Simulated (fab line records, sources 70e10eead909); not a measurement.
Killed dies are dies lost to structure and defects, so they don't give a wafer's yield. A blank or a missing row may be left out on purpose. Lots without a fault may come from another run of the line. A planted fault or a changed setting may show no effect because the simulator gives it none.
Problem report in the 8D (eight disciplines) form, filled by code | flow nand_harc | the parts of the form that need people (team, actions taken, sign-off) are left out

1. THE PROBLEM
thk_nm at NHARC_A_ONON_D1_THK_MEAS_14 reads a mean of 1530 nm on 6 wafers of 2 lots; wafers without a fault read 1000 nm with a standard deviation of 11. That is +48 standard deviations from the usual mean.
The step: measures by ellipsometry.
First seen on wafer L755.1, day 12 00:52, on film_metro-02. The record holds 36 wafers of 12 lots with a number at this step. Rule for "out", or "out of limits": more than 4 standard deviations from the usual mean. The other wafers with a number count as sound.

2. WHAT IT IS AND WHAT IT IS NOT
question                    | is                           | is not
which readings at this step | thk_nm                       | -
which lots                  | L755, L758                   | L745, L746, L747, L748, L752, L761, L764, L765, L766, L767
which wafers of those lots  | all that have a number       | -
read on which gauges        | film_metro-01, film_metro-02 | -
when                        | from day 12 00:52            | up to then (15 sound wafers); but 15 sound wafers of L761, L764, L765, L766, L767 came after

3. SUSPECTS, AND WHAT RULES EACH OUT
Counting: a tool at a process step up to the reading stays a suspect if it ran every lot that is out and no sound lot after the first of them.
- the gauge at NHARC_A_ONON_D1_THK_MEAS_14: ruled out. The wafers that are out were read on 2 gauges (film_metro-01, film_metro-02).
- rie_diel-12 at NHARC_A_ZERO_WELL_ETCH_19 (etches the open film in N2/H2, target depth 80 nm, overetch 24 nm, time 87.88 s): ruled out as a lasting fault. Sound lots L761, L764, L765, L767 ran on it after its first lot that is out, L755 (day 10 23:33).
- pecvd_onon-04 at NHARC_A_ONON_D1_DEP_12 (target thk 1000 nm): ruled out as a lasting fault. Sound lots L766, L767 ran on it after its first lot that is out, L755 (day 12 00:22).
Left after counting: nothing in the record.

4. THE CAUSE (what the simulator had put in)
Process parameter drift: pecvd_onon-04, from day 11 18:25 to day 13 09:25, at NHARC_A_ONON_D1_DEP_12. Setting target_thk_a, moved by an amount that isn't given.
Counting ruled it out, wrongly: the rule takes a fault to strike every lot that its tool runs from its start on, and this one did not.

5. THE CHAIN OF EFFECTS, in route order
Each row: a reading whose mean over the struck wafers that have a number lies more than 3 standard deviations from the usual. Only readings for which the record gives a usual standard deviation are gone through. hours: the time from each lot's start at the first step in this table that gives one to its start at this step, as a median over the lots. sigmas: the change in usual standard deviations.
hours | step                        | reading         | usual   | on struck wafers | change | sigmas
0     | NHARC_A_ONON_D1_THK_MEAS_14 | thk_nm          | 1000 nm | 1530             | +530   | +48
407   | NHARC_END_SORT_01           | killed_at_array | 55      | 673              | +618   | +41
407   | NHARC_END_SORT_01           | killed_dies     | 59      | 677              | +618   | +41

6. WHAT WOULD HAVE CAUGHT IT SOONER
In this record the first reading out of limits at a measuring or inspecting step was taken at day 12 00:52, 6 hours after the fault began at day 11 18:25.
